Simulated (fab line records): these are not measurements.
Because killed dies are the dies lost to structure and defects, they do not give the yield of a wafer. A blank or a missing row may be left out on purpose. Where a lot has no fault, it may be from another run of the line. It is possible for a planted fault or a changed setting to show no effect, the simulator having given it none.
fab line records	flow nand_harc
[record] lots = 14	wafers = 38	last_day = 34
route steps=1302 shown A_CONTACT@1083 END@1302
lots with no fault: from the same line, run without faults
start_h: hours from the record's opening day to when the first of the lot's shown wafers began	wait_h: hours since the lot's step before	" as in the row above	L1.1+2: one row covering several wafers at once	- value missing, or start not given	* or withheld: withheld	< > ~ a bound
route shown NAME@n: names a module that has steps shown in the file, with the first one's number in the route	usual: average and standard deviation across the fault-free wafers	same: alike in all rows	chamber/n: place in a boat	sites: readings site by site	_std_site: the standard deviation of these	_edge_site: outer sites' mean less inner sites'	radius_mm: for every site, how far away it sits from the centre of the wafer	mask NAME#n: copy n	behind: the tool/chamber that last shaped the wafer	hold: why the lot was held/for how many hours/how that ended	device: transistor that didn't switch, given as n, p or np	end of line: the route-end tests of the same wafers	for a step that has no rows: nothing shown but its recipe	killed: not the wafer's yield, but the dies lost to structure and defects at the first sort	map: shows each die of a wafer: x if killed, . if not, _ if none is there
set.NAME: setting as actually run; set.NAME@STEP: the setting as run at that earlier step	model.NAME: the simulator's own value behind a step, which no gauge read
one table for each step of the route and one row for each wafer, over a sample of lots
services: from which hour (start_h, from the record's first day; less than 0 if before it) a tool's chamber was out of use, for how many hours, and why
[[steps]]
[step NHARC_A_CONTACT_ETCH_89]
[recipe] target_depth_a = 2600	over_etch_frac = 0.3	time_s = 475.3	ion_energy_ev = 200	n2_flow_sccm = 150	h2_flow_sccm = 150	ar_flow_sccm = 0	rf_w = 400	bias_w = 150	chemistry = N2/H2
[usual] drypump_motor_current_A = 5.9/0.46	oes_product_au = 0.998/0.01	rf_vpp_V = 430.8/2.8	showerhead_plenum_p_Torr = 2.05/0.098	throttle_valve_pct = 14.171/0.0093
[same] over_etch_frac = 0.3	time_s = 475.3
lot.wafer	tool	chamber	start_h	wait_h	drypump_motor_current_A	oes_product_au	rf_hours_counter_h	rf_vpp_V	showerhead_plenum_p_Torr	throttle_valve_pct
L802.4	rie_diel-11	1	-	-	6.1	0.985	8	430.1	2.07	14.164
L802.6	"	3	"	"	6.6	0.987	-	434.9	2.16	14.159
L802.5	"	0	"	"	5.2	0.988	-	431.1	2.07	14.174
L804.3	rie_diel-11	1	-	-	6.1	0.983	9	432.4	2.07	14.185
L804.2	"	3	"	"	6.6	1.008	11	432.3	2.16	14.170
L804.6	"	0	"	"	5.2	0.996	-	429.8	2.07	14.175
L807.4	rie_diel-11	2	-	-	5.9	0.999	14	426.8	1.92	14.179
L807.1	"	3	"	"	6.6	1.000	14	434.5	2.16	14.173
L807.5	"	3	"	"	6.6	1.002	-	435.8	2.16	14.182
L806.1	rie_diel-11	0	-	-	5.2	0.997	15	431.1	2.07	14.176
L806.4	"	1	"	"	6.1	0.990	13	430.7	2.07	14.146
L806.6	"	3	"	"	6.6	0.996	-	433.7	2.16	14.176
L808.5	rie_diel-04	0	-	-	5.7	1.014	-	426.5	1.90	14.184
L808.4	"	2	"	"	6.1	1.006	-	427.2	1.92	14.180
L808.6	"	3	"	"	6.1	1.002	-	433.1	2.21	14.181
L809.3	rie_diel-11	2	-	-	5.9	1.001	21	427.4	1.91	14.177
L809.4	"	3	"	"	6.6	1.007	22	434.2	2.15	14.174
L809.6	"	2	"	"	5.9	0.997	-	427.1	1.91	14.188
L811.2	rie_diel-06	1	-	-	6.0	1.006	37	432.2	2.09	14.161
L811.6	"	0	"	"	5.1	0.985	-	428.8	2.02	14.192
L811.5	"	1	"	"	6.0	1.011	-	431.0	2.09	14.170
L814.4	rie_diel-11	0	-	-	5.1	0.990	28	431.3	2.07	14.182
L814.1	"	3	"	"	6.6	0.989	26	434.7	2.15	14.169
L814.6	"	0	"	"	5.2	0.984	-	430.2	2.07	14.171
L813.5	rie_diel-11	2	-	-	5.9	0.996	-	426.7	1.91	14.172
L815.2	rie_diel-06	0	-	-	5.2	0.998	39	430.9	2.02	14.154
L815.6	"	3	"	"	5.8	1.011	-	434.8	2.18	14.171
L815.5	"	0	"	"	5.1	0.999	-	430.1	2.02	14.175
L816.2	rie_diel-11	0	-	-	5.2	0.994	6	430.2	2.07	14.178
L821.1	rie_diel-04	3	-	-	6.1	1.005	30	436.4	2.21	14.172
L821.2	"	1	"	"	6.0	1.000	58	425.1	1.92	14.174
L821.5	"	3	"	"	6.1	0.999	-	436.9	2.21	14.164
L822.4	rie_diel-06	2	-	-	6.2	0.990	10	427.8	1.93	14.168
L822.3	"	0	"	"	5.2	1.000	8	428.5	2.02	14.187
L822.6	"	2	"	"	6.2	0.984	-	427.4	1.93	14.163
L825.1	rie_diel-04	3	-	-	6.1	1.004	11	435.6	2.20	14.167
L825.4	"	2	"	"	6.1	1.004	10	426.8	1.90	14.169
L825.6	"	3	"	"	6.1	1.008	-	434.8	2.20	14.170
[step NHARC_A_CONTACT_ETCH_31]
[recipe] target_depth_a = 28000	over_etch_frac = 0.3	time_s = 728	ion_energy_ev = 150	o2_flow_sccm = 400	cos_flow_sccm = 20	ar_flow_sccm = 0	rf_w = 500	bias_w = 300	chemistry = O2/COS
[usual] drypump_motor_current_A = 5.9/0.45	oes_product_au = 0.998/0.011	rf_vpp_V = 314.2/2.1	showerhead_plenum_p_Torr = 3.13/0.14	throttle_valve_pct = 28.331/0.009
[same] over_etch_frac = 0.3	time_s = 728
lot.wafer	tool	chamber	start_h	wait_h	drypump_motor_current_A	oes_product_au	rf_hours_counter_h	rf_vpp_V	showerhead_plenum_p_Torr	throttle_valve_pct
L802.4	rie_diel-11	1	534.14	-	6.1	0.982	9	316.3	3.16	28.327
L802.6	"	0	"	"	5.2	0.999	-	316.1	3.17	28.315
L802.5	"	1	"	"	6.1	0.980	-	314.5	3.16	28.322
L804.2	rie_diel-11	0	535.97	-	5.2	0.998	12	315.9	3.17	28.325
L804.3	"	1	"	"	6.1	0.983	10	314.2	3.16	28.333
L804.6	"	1	"	"	6.1	0.978	-	314.8	3.16	28.336
L807.4	rie_diel-11	3	547.22	-	6.6	0.998	14	316.4	3.29	28.324
L807.1	"	2	"	"	5.9	1.004	14	312.4	2.95	28.333
L807.5	"	3	"	"	6.6	1.001	-	316.1	3.29	28.324
L806.4	rie_diel-11	3	548.47	-	6.6	1.007	15	315.7	3.29	28.321
L806.1	"	0	"	"	5.1	0.994	15	314.7	3.17	28.330
L806.6	"	2	"	"	5.9	1.003	-	313.5	2.95	28.333
L808.4	rie_diel-04	3	572.18	-	6.1	1.011	-	316.0	3.37	28.326
L808.6	"	0	"	"	5.7	1.014	-	310.3	2.92	28.328
L808.5	"	2	"	"	6.1	0.999	-	310.6	2.95	28.331
L809.4	rie_diel-11	1	594.18	-	6.1	0.993	21	315.4	3.16	28.322
L809.3	"	2	"	"	5.9	0.998	22	309.8	2.95	28.343
L809.6	"	2	"	"	5.9	0.992	-	311.2	2.95	28.327
L811.2	rie_diel-06	2	606.24	-	6.2	1.001	36	311.6	2.98	28.333
L811.6	"	1	"	"	6.0	1.014	-	315.5	3.19	28.340
L811.5	"	2	"	"	6.2	0.994	-	312.5	2.98	28.323
L814.4	rie_diel-11	1	627.94	-	6.0	0.990	25	315.2	3.16	28.308
L814.1	"	2	"	"	5.9	1.014	25	310.9	2.94	28.339
L814.6	"	0	"	"	5.2	1.008	-	314.6	3.16	28.350
L813.5	rie_diel-11	0	632.91	-	5.2	0.778	-	314.6	3.16	28.310
L815.2	rie_diel-06	1	651.18	-	6.1	1.003	45	315.5	3.18	28.342
L815.5	"	2	"	"	6.2	0.980	-	312.7	2.98	28.332
L815.6	"	3	"	"	5.8	0.982	-	316.3	3.32	28.314
L816.2	rie_diel-11	0	676.45	-	5.1	0.791	7	314.1	3.16	28.326
L821.2	rie_diel-04	2	697.89	-	6.1	0.989	55	311.9	2.93	28.347
L821.1	"	1	"	"	6.0	1.000	58	311.4	2.95	28.321
L821.5	"	3	"	"	6.1	1.006	-	317.6	3.36	28.346
L822.3	rie_diel-06	2	699.11	-	6.2	0.991	10	311.7	2.97	28.349
L822.4	"	0	"	"	5.2	1.002	9	315.1	3.09	28.327
L822.6	"	1	"	"	6.0	1.023	-	315.7	3.18	28.334
L825.4	rie_diel-04	1	747.70	-	6.0	1.009	10	311.3	2.95	28.343
L825.1	"	2	"	"	6.1	0.994	10	310.9	2.92	28.327
L825.6	"	3	"	"	6.1	1.000	-	317.4	3.35	28.327
[step NHARC_A_CONTACT_ETCH_138]
[recipe] source_w = withheld	pressure_mtorr = 20	bias_v = 1200	time_s = 311	target_depth_a = 19140	ar_flow_sccm = withheld	c4f8_flow_sccm = withheld	o2_flow_sccm = withheld	chemistry = C4F8/O2/Ar
[same] time_s = 311
lot.wafer	tool	chamber	start_h	wait_h	rf_hours_counter_h
L802.4	har_cap_etch-01	0	535.77	0.2	-
L802.5	"	1	"	"	-
L802.6	"	0	"	"	-
L804.2	har_cap_etch-02	1	537.57	0.2	91
L804.3	"	0	"	"	-
L804.6	"	0	"	"	-
L807.1	har_cap_etch-02	1	548.76	0.2	92
L807.4	"	0	"	"	-
L807.5	"	0	"	"	-
L806.1	har_cap_etch-01	0	549.90	0.2	10
L806.4	"	0	"	"	-
L806.6	"	0	"	"	-
L808.4	har_cap_etch-03	1	573.75	0.2	-
L808.5	"	0	"	"	-
L808.6	"	1	"	"	-
L809.4	har_cap_etch-03	0	595.82	0.2	-
L809.3	"	1	"	"	-
L809.6	"	0	"	"	-
L811.2	har_cap_etch-02	0	607.78	0.2	102
L811.6	"	1	"	"	-
L811.5	"	0	"	"	-
L814.1	har_cap_etch-01	0	629.48	0.2	22
L814.4	"	0	"	"	-
L814.6	"	0	"	"	-
L813.5	har_cap_etch-02	1	634.42	0.2	-
L815.2	har_cap_etch-01	0	652.57	0.2	25
L815.5	"	0	"	"	-
L815.6	"	1	"	"	-
L816.2	har_cap_etch-01	0	678.06	0.2	31
L821.1	har_cap_etch-03	0	699.43	0.2	79
L821.2	"	1	"	"	79
L821.5	"	0	"	"	-
L822.3	har_cap_etch-02	0	700.70	0.2	-
L822.4	"	1	"	"	-
L822.6	"	1	"	"	-
L825.1	har_cap_etch-02	0	749.20	0.2	125
L825.4	"	1	"	"	-
L825.6	"	0	"	"	-
[step NHARC_END_SORT_01]
[recipe] temp_c = 25
[usual] defect_limited_yield = 90.6/2.8	killed_at_array = 58/20	killed_at_other = 0.8/1	killed_at_periphery = 4.6/2.8	killed_dies = 63/19	killed_open = 3.4/2	killed_short = 2.4/1.8
[same] gross_dies = 677
lot.wafer	tool	chamber	start_h	wait_h	defect_limited_yield[%]	killed_at_array	killed_at_other	killed_at_periphery	killed_dies	killed_open	killed_short
L802.4	prober-01	0	582.67	3.4	91.0	54	1	6	61	4	0
L802.5	prober-01	0	583.48	3.7	90.1	63	0	4	67	1	7
L802.6	prober-01	0	584.28	4.0	92.8	42	0	7	49	3	2
L804.2	prober-02	0	588.83	2.8	86.3	88	0	5	93	3	7
L804.3	prober-02	0	589.64	3.1	84.6	99	0	5	104	0	2
L804.6	prober-02	0	592.05	4.0	87.4	80	0	5	85	0	3
L806.1	prober-01	0	597.67	2.5	93.6	28	4	11	43	2	4
L806.4	prober-01	0	600.06	3.4	94.4	28	3	7	38	1	2
L806.6	prober-01	0	601.65	4.0	95.4	21	2	8	31	3	2
L807.1	prober-02	0	597.70	2.5	88.6	73	1	3	77	8	1
L807.4	prober-02	0	600.11	3.4	88.8	67	1	8	76	4	1
L807.5	prober-02	0	600.91	3.7	88.9	63	5	7	75	2	7
L808.4	prober-01	0	624.47	3.4	86.9	82	0	7	89	1	3
L808.5	prober-01	0	625.27	3.7	92.6	43	0	7	50	2	2
L808.6	prober-01	0	626.07	4.0	89.5	65	0	6	71	3	1
L809.3	prober-02	0	644.41	3.1	92.9	47	0	1	48	4	1
L809.4	prober-02	0	645.22	3.4	91.9	48	1	6	55	4	3
L809.6	prober-02	0	646.84	4.0	90.3	64	1	1	66	2	2
L811.2	prober-02	0	656.43	2.8	91.9	47	2	6	55	6	1
L811.5	prober-02	0	658.83	3.7	90.7	59	1	3	63	2	0
L811.6	prober-02	0	659.64	4.0	92.2	47	1	5	53	1	2
L814.1	prober-01	0	678.96	2.5	93.4	42	0	3	45	3	2
L814.4	prober-01	0	681.35	3.4	94.2	37	1	1	39	8	2
L814.6	prober-01	0	682.94	4.0	94.7	29	1	6	36	3	2
L815.2	prober-02	0	702.10	2.8	86.3	89	0	4	93	5	1
L815.5	prober-02	0	704.52	3.7	87.7	75	2	6	83	9	0
L815.6	prober-02	0	705.33	4.0	85.7	97	0	0	97	3	1
L821.1	prober-02	0	749.58	2.5	89.5	69	1	1	71	0	4
L821.2	prober-02	0	750.39	2.8	91.3	58	0	1	59	3	0
L821.5	prober-02	0	752.79	3.7	88.5	76	1	1	78	2	1
L822.3	prober-01	0	751.19	3.1	89.8	66	1	2	69	1	4
L822.4	prober-01	0	751.99	3.4	93.6	38	0	5	43	3	2
L822.6	prober-01	0	753.59	4.0	89.4	66	0	6	72	2	1
L825.1	prober-01	0	801.57	2.5	90.7	60	1	2	63	2	1
L825.4	prober-01	0	803.99	3.4	88.8	73	0	3	76	7	1
L825.6	prober-01	0	805.60	4.0	87.3	82	0	4	86	6	0
// killed by level:class
L802.4 A_CHANNEL_HOLE_D1:chamber_film_flake=35 A_CHANNEL_HOLE_D2:chamber_film_flake=10 P_STI:chamber_film_flake=2 P_GATE:chamber_film_flake=2 P_M1:geometric_particle:open=1 A_DECK1_JOINT:geometric_particle:open=1 A_CHANNEL_FILL_D2:geometric_particle:open=1 A_BLC:geometric_particle:open=1
L802.5 A_CHANNEL_HOLE_D1:chamber_film_flake=35 A_CHANNEL_HOLE_D2:chamber_film_flake=11 A_ONON_D1:geometric_particle:short=3 A_ONON_D2:geometric_particle:short=3 A_SLIT:chamber_film_flake=3 A_WL_FILL:chamber_film_flake=3 P_STI:chamber_film_flake=2 A_STAIRCASE:chamber_film_flake=2
L802.6 A_CHANNEL_HOLE_D1:chamber_film_flake=21 A_CHANNEL_HOLE_D2:chamber_film_flake=8 P_STI:chamber_film_flake=3 A_STAIRCASE:chamber_film_flake=3 A_WL_FILL:chamber_film_flake=2 P_M1:geometric_particle:open=2 A_SLIT:chamber_film_flake=2 A_SOURCE_PLATE:geometric_particle:open=1
L804.2 A_CHANNEL_HOLE_D1:chamber_film_flake=35 A_CHANNEL_HOLE_D2:chamber_film_flake=21 A_SLIT:chamber_film_flake=14 A_DECK1_JOINT:chamber_film_flake=3 A_CONTACT:chamber_film_flake=3 A_ONON_D1:geometric_particle:short=2 A_WL_FILL:geometric_particle:short=2 P_M1:chamber_film_flake=2
L804.3 A_CHANNEL_HOLE_D1:chamber_film_flake=33 A_SLIT:chamber_film_flake=28 A_CHANNEL_HOLE_D2:chamber_film_flake=26 P_M1:chamber_film_flake=3 A_DECK1_JOINT:chamber_film_flake=2 A_SGD_CUT:chamber_film_flake=2 A_ONON_D1:geometric_particle:short=1 A_SGD_CUT:geometric_particle:short=1
L804.6 A_CHANNEL_HOLE_D1:chamber_film_flake=34 A_SLIT:chamber_film_flake=21 A_CHANNEL_HOLE_D2:chamber_film_flake=11 P_M1:chamber_film_flake=4 A_DECK1_JOINT:chamber_film_flake=4 A_CONTACT:chamber_film_flake=4 A_CHANNEL_HOLE_D1:geometric_particle:short=1 A_ONON_D2:geometric_particle:short=1
L806.1 A_CHANNEL_HOLE_D1:chamber_film_flake=10 P_BONDPAD:chamber_film_flake=8 A_CHANNEL_HOLE_D2:chamber_film_flake=5 A_CONTACT:chamber_film_flake=4 THIN_TSV:chamber_film_flake=4 A_SGD_CUT:geometric_particle:short=2 P_GATE:chamber_film_flake=2 A_DECK1_JOINT:chamber_film_flake=2
L807.1 A_CHANNEL_HOLE_D2:chamber_film_flake=35 A_SLIT:chamber_film_flake=17 A_STAIRCASE:chamber_film_flake=5 A_CHANNEL_HOLE_D1:chamber_film_flake=3 A_CHANNEL_FILL_D1:chamber_film_flake=3 P_STI:chamber_film_flake=2 A_CONTACT:chamber_film_flake=2 P_M0:geometric_particle:open=1
L806.4 A_CHANNEL_HOLE_D1:chamber_film_flake=12 A_CHANNEL_HOLE_D2:chamber_film_flake=8 P_BONDPAD:chamber_film_flake=4 THIN_TSV:chamber_film_flake=3 A_CHANNEL_FILL_D2:chamber_film_flake=2 P_CONTACT:geometric_particle:open=1 A_DECK1_JOINT:geometric_particle:short=1 A_SGD_CUT:geometric_particle:short=1
L807.4 A_CHANNEL_HOLE_D2:chamber_film_flake=35 A_SLIT:chamber_film_flake=21 P_GATE:chamber_film_flake=6 A_STAIRCASE:chamber_film_flake=3 A_ONON_D2:geometric_particle:open=2 A_CHANNEL_FILL_D1:chamber_film_flake=2 P_M2:geometric_particle:open=1 A_CHANNEL_FILL_D1:geometric_particle:short=1
L807.5 A_CHANNEL_HOLE_D2:chamber_film_flake=31 A_SLIT:chamber_film_flake=18 THIN_TSV:chamber_film_flake=5 A_STAIRCASE:chamber_film_flake=4 P_GATE:chamber_film_flake=3 P_BONDPAD:chamber_film_flake=2 A_CONTACT:chamber_film_flake=2 P_CONTACT:geometric_particle:short=1
L806.6 A_CHANNEL_HOLE_D1:chamber_film_flake=7 A_CHANNEL_HOLE_D2:chamber_film_flake=6 P_GATE:chamber_film_flake=4 P_BONDPAD:chamber_film_flake=2 A_SLIT:chamber_film_flake=2 A_CONTACT:chamber_film_flake=2 THIN_TSV:chamber_film_flake=2 P_CONTACT:geometric_particle:open=1
L808.4 A_SLIT:chamber_film_flake=34 A_CHANNEL_HOLE_D1:chamber_film_flake=28 A_CHANNEL_HOLE_D2:chamber_film_flake=9 P_STI:chamber_film_flake=5 A_CONTACT:chamber_film_flake=5 P_GATE:chamber_film_flake=2 A_ONON_D1:geometric_particle:short=1 A_ONON_D1:geometric_particle:open=1
L808.5 A_CHANNEL_HOLE_D1:chamber_film_flake=17 A_SLIT:chamber_film_flake=14 P_STI:chamber_film_flake=5 A_CHANNEL_FILL_D1:chamber_film_flake=3 A_STAIRCASE:chamber_film_flake=2 A_CONTACT:chamber_film_flake=2 A_CHANNEL_FILL_D1:geometric_particle:short=1 A_ONON_D2:geometric_particle:open=1
L808.6 A_CHANNEL_HOLE_D1:chamber_film_flake=25 A_SLIT:chamber_film_flake=24 A_CHANNEL_HOLE_D2:chamber_film_flake=8 P_STI:chamber_film_flake=6 A_CONTACT:chamber_film_flake=3 A_ONON_D1:geometric_particle:open=1 A_CHANNEL_HOLE_D1:geometric_particle:open=1 A_DECK1_JOINT:geometric_particle:open=1
L809.3 A_SLIT:chamber_film_flake=21 A_CHANNEL_HOLE_D2:chamber_film_flake=10 A_CHANNEL_FILL_D1:chamber_film_flake=3 A_CHANNEL_HOLE_D1:chamber_film_flake=2 A_CHANNEL_HOLE_D1:geometric_particle:open=1 A_CHANNEL_FILL_D2:geometric_particle:open=1 A_WL_FILL:geometric_particle:open=1 A_WL_FILL:geometric_particle:short=1
L809.4 A_SLIT:chamber_film_flake=25 A_CHANNEL_HOLE_D2:chamber_film_flake=11 A_CHANNEL_FILL_D1:chamber_film_flake=4 P_M0:geometric_particle:open=3 P_ZERO_WELL:chamber_film_flake=2 P_M0:geometric_particle:short=1 A_CHANNEL_HOLE_D1:geometric_particle:short=1 A_CHANNEL_FILL_D1:geometric_particle:short=1
L809.6 A_SLIT:chamber_film_flake=36 A_CHANNEL_HOLE_D2:chamber_film_flake=8 A_CHANNEL_HOLE_D1:chamber_film_flake=7 A_ZERO_WELL:chamber_film_flake=3 A_M1:chamber_film_flake=3 A_CHANNEL_FILL_D1:chamber_film_flake=2 A_WL_FILL:chamber_film_flake=2 P_GATE:geometric_particle:open=1
L811.2 A_SLIT:chamber_film_flake=24 A_CHANNEL_HOLE_D2:chamber_film_flake=14 P_CONTACT:chamber_film_flake=4 P_CONTACT:geometric_particle:open=1 A_DECK1_JOINT:geometric_particle:open=1 A_ONON_D2:geometric_particle:open=1 A_CHANNEL_FILL_D2:geometric_particle:open=1 A_CONTACT:geometric_particle:open=1
L811.5 A_SLIT:chamber_film_flake=41 A_CHANNEL_HOLE_D2:chamber_film_flake=12 A_CHANNEL_HOLE_D1:chamber_film_flake=2 A_DECK1_JOINT:chamber_film_flake=2 P_M0:geometric_particle:open=1 A_M0:geometric_particle:open=1 P_ZERO_WELL:chamber_film_flake=1 P_CONTACT:chamber_film_flake=1
L811.6 A_SLIT:chamber_film_flake=27 A_CHANNEL_HOLE_D2:chamber_film_flake=16 P_CONTACT:chamber_film_flake=3 P_M0:geometric_particle:short=1 P_M1:geometric_particle:open=1 A_BLC:geometric_particle:short=1 A_DECK1_JOINT:chamber_film_flake=1 A_CHANNEL_FILL_D2:chamber_film_flake=1
L814.1 A_CHANNEL_HOLE_D2:chamber_film_flake=23 A_CHANNEL_HOLE_D1:chamber_film_flake=6 A_CONTACT:chamber_film_flake=3 P_BONDPAD:chamber_film_flake=2 A_STAIRCASE:chamber_film_flake=2 A_ONON_D1:geometric_particle:short=1 A_CHANNEL_FILL_D1:geometric_particle:open=1 A_ONON_D2:geometric_particle:short=1
L814.4 A_CHANNEL_HOLE_D2:chamber_film_flake=15 A_CHANNEL_HOLE_D1:chamber_film_flake=6 A_CHANNEL_FILL_D1:geometric_particle:open=2 A_ZERO_WELL:chamber_film_flake=2 A_STAIRCASE:chamber_film_flake=2 A_ONON_D2:geometric_particle:open=1 A_CHANNEL_FILL_D2:geometric_particle:open=1 A_CHANNEL_FILL_D2:geometric_particle:short=1
L814.6 A_CHANNEL_HOLE_D2:chamber_film_flake=14 A_CHANNEL_HOLE_D1:chamber_film_flake=5 A_STAIRCASE:chamber_film_flake=4 A_CONTACT:chamber_film_flake=2 P_CONTACT:geometric_particle:open=1 P_M0:geometric_particle:open=1 A_ONON_D1:geometric_particle:short=1 A_CHANNEL_FILL_D2:geometric_particle:short=1
L815.2 A_CHANNEL_HOLE_D1:chamber_film_flake=31 A_CHANNEL_HOLE_D2:chamber_film_flake=30 A_SLIT:chamber_film_flake=24 P_CONTACT:geometric_particle:open=2 P_STI:chamber_film_flake=2 A_CHANNEL_FILL_D1:geometric_particle:short=1 A_ONON_D2:geometric_particle:open=1 A_CHANNEL_FILL_D2:geometric_particle:open=1
L815.5 A_CHANNEL_HOLE_D2:chamber_film_flake=30 A_CHANNEL_HOLE_D1:chamber_film_flake=24 A_SLIT:chamber_film_flake=12 P_M0:chamber_film_flake=2 P_CONTACT:geometric_particle:open=1 P_M0:geometric_particle:open=1 P_BONDPAD:geometric_particle:open=1 A_ONON_D1:geometric_particle:open=1
L815.6 A_SLIT:chamber_film_flake=34 A_CHANNEL_HOLE_D1:chamber_film_flake=32 A_CHANNEL_HOLE_D2:chamber_film_flake=20 A_STAIRCASE:chamber_film_flake=3 A_CONTACT:chamber_film_flake=3 A_DECK1_JOINT:geometric_particle:open=1 A_ONON_D2:geometric_particle:short=1 A_ONON_D2:geometric_particle:open=1
L821.1 A_CHANNEL_HOLE_D1:chamber_film_flake=29 A_CHANNEL_HOLE_D2:chamber_film_flake=20 A_CONTACT:chamber_film_flake=5 A_SLIT:chamber_film_flake=4 A_STAIRCASE:chamber_film_flake=3 A_CHANNEL_FILL_D2:chamber_film_flake=2 A_ONON_D2:geometric_particle:short=1 A_CHANNEL_FILL_D2:geometric_particle:short=1
L821.2 A_CHANNEL_HOLE_D2:chamber_film_flake=28 A_CHANNEL_HOLE_D1:chamber_film_flake=21 A_CONTACT:chamber_film_flake=3 A_SLIT:chamber_film_flake=2 P_CONTACT:geometric_particle:open=1 A_ONON_D2:geometric_particle:open=1 A_BLC:geometric_particle:open=1 A_CHANNEL_FILL_D2:chamber_film_flake=1
L822.3 A_SLIT:chamber_film_flake=31 A_CHANNEL_HOLE_D1:chamber_film_flake=14 A_CONTACT:chamber_film_flake=5 A_CHANNEL_FILL_D1:chamber_film_flake=4 A_M1:chamber_film_flake=4 A_WL_FILL:geometric_particle:short=3 A_ONON_D1:geometric_particle:short=1 A_CONTACT:geometric_particle:open=1
L822.4 A_SLIT:chamber_film_flake=17 A_CHANNEL_HOLE_D1:chamber_film_flake=7 A_CONTACT:chamber_film_flake=3 P_M0:chamber_film_flake=2 A_M1:chamber_film_flake=2 P_M0:geometric_particle:open=1 A_DECK1_JOINT:geometric_particle:short=1 A_SGD_CUT:geometric_particle:open=1
L821.5 A_CHANNEL_HOLE_D1:chamber_film_flake=40 A_CHANNEL_HOLE_D2:chamber_film_flake=23 A_CHANNEL_FILL_D2:chamber_film_flake=4 A_CONTACT:chamber_film_flake=3 A_SLIT:chamber_film_flake=2 A_CHANNEL_HOLE_D1:geometric_particle:open=1 A_M0:geometric_particle:open=1 THIN_TSV:geometric_particle:short=1
L822.6 A_SLIT:chamber_film_flake=36 A_CHANNEL_HOLE_D1:chamber_film_flake=12 A_CONTACT:chamber_film_flake=5 P_GATE:chamber_film_flake=4 A_M1:chamber_film_flake=3 A_CHANNEL_FILL_D1:chamber_film_flake=2 A_DECK1_JOINT:chamber_film_flake=2 A_ONON_D1:geometric_particle:open=1
L825.1 A_SLIT:chamber_film_flake=27 A_CHANNEL_HOLE_D2:chamber_film_flake=15 A_CHANNEL_HOLE_D1:chamber_film_flake=9 A_CONTACT:chamber_film_flake=7 P_M1:geometric_particle:short=1 A_ONON_D1:geometric_particle:open=1 A_CHANNEL_FILL_D1:geometric_particle:open=1 P_ZERO_WELL:chamber_film_flake=1
L825.4 A_CHANNEL_HOLE_D2:chamber_film_flake=24 A_SLIT:chamber_film_flake=20 A_CHANNEL_HOLE_D1:chamber_film_flake=11 A_CONTACT:chamber_film_flake=7 A_STAIRCASE:chamber_film_flake=3 P_CONTACT:geometric_particle:open=2 A_CHANNEL_FILL_D1:geometric_particle:open=2 A_CHANNEL_FILL_D2:geometric_particle:open=1
L825.6 A_CHANNEL_HOLE_D2:chamber_film_flake=25 A_SLIT:chamber_film_flake=22 A_CHANNEL_HOLE_D1:chamber_film_flake=21 A_CONTACT:chamber_film_flake=8 A_WL_FILL:geometric_particle:open=2 P_ZERO_WELL:chamber_film_flake=2 P_M0:geometric_particle:open=1 A_CHANNEL_HOLE_D2:geometric_particle:open=1
[[services]]
tool	chamber	start_h	hours	kind
rie_diel-11	1	522.40	4.4	repair
rie_diel-06	0	524.67	9.9	repair
rie_diel-11	0	527.03	-	clean
rie_diel-11	1	527.03	-	clean
rie_diel-11	2	527.03	-	clean
rie_diel-11	3	527.03	-	clean
rie_diel-04	-	532.18	9.0	pm
rie_diel-06	1	551.05	2.3	repair
rie_diel-11	0	551.55	-	clean
rie_diel-11	1	551.55	-	clean
rie_diel-11	1	553.53	7.1	repair
rie_diel-06	0	565.19	10.4	repair
rie_diel-06	2	589.06	6.9	repair
rie_diel-06	1	611.16	8.6	repair
har_cap_etch-01	-	613.18	0.6	repair
har_cap_etch-02	-	614.61	1.6	repair
rie_diel-04	2	633.68	5.4	repair
rie_diel-11	-	646.03	9.0	pm
rie_diel-04	3	648.56	46.2	repair
rie_diel-06	-	662.38	9.0	pm
rie_diel-06	0	707.48	1.6	repair
rie_diel-04	-	709.18	9.0	pm
har_cap_etch-01	-	722.72	5.7	repair
rie_diel-06	1	733.90	13.4	repair
[[key]]
[first_sign] step = NHARC_A_CONTACT_ETCH_31	reading = oes_product_au	direction = down	sigmas = 20	usual = 0.998	struck = 0.784
effect none on later readings
met_at NHARC_A_CONTACT_ETCH_31
struck_lots L813,L816
struck_wafers L813.5,L816.2
rows_end L813.5
later_rows_left_out L816.2
sort_left_out L816.2
tester_left_out L816
not_acting_at NHARC_A_CONTACT_ETCH_89,NHARC_A_CONTACT_ETCH_138
onset_between 627.94 632.91
[earlier_fault] kind = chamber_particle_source	tool = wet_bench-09	chamber = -	onset_h = 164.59	steps = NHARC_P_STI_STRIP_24	rate_per_visit_cm2 = 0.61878
[fault] kind = process_parameter_drift	tool = rie_diel-11	chamber = 0	onset_h = 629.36	steps = NHARC_A_CONTACT_ETCH_31	channel = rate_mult	offset = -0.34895	shape = step
// tester_left_out: of these lots the tester's yield and bins aren't shown, on N5 and GAA mostly nor the transistor test; their killed dies are dies lost to structure and defects alone, not to doping, threshold or leakage, so they don't give the yield
// sort_left_out: the simulated sort isn't trusted on such a fault, so these wafers' sort isn't shown, and their yield isn't known
// later_rows_left_out: the simulator's readings of these wafers behind a module that went badly wrong aren't trusted and aren't shown, but for the sort
// rows_end: these wafers met a further fault down the route, and their rows from its step on are left out
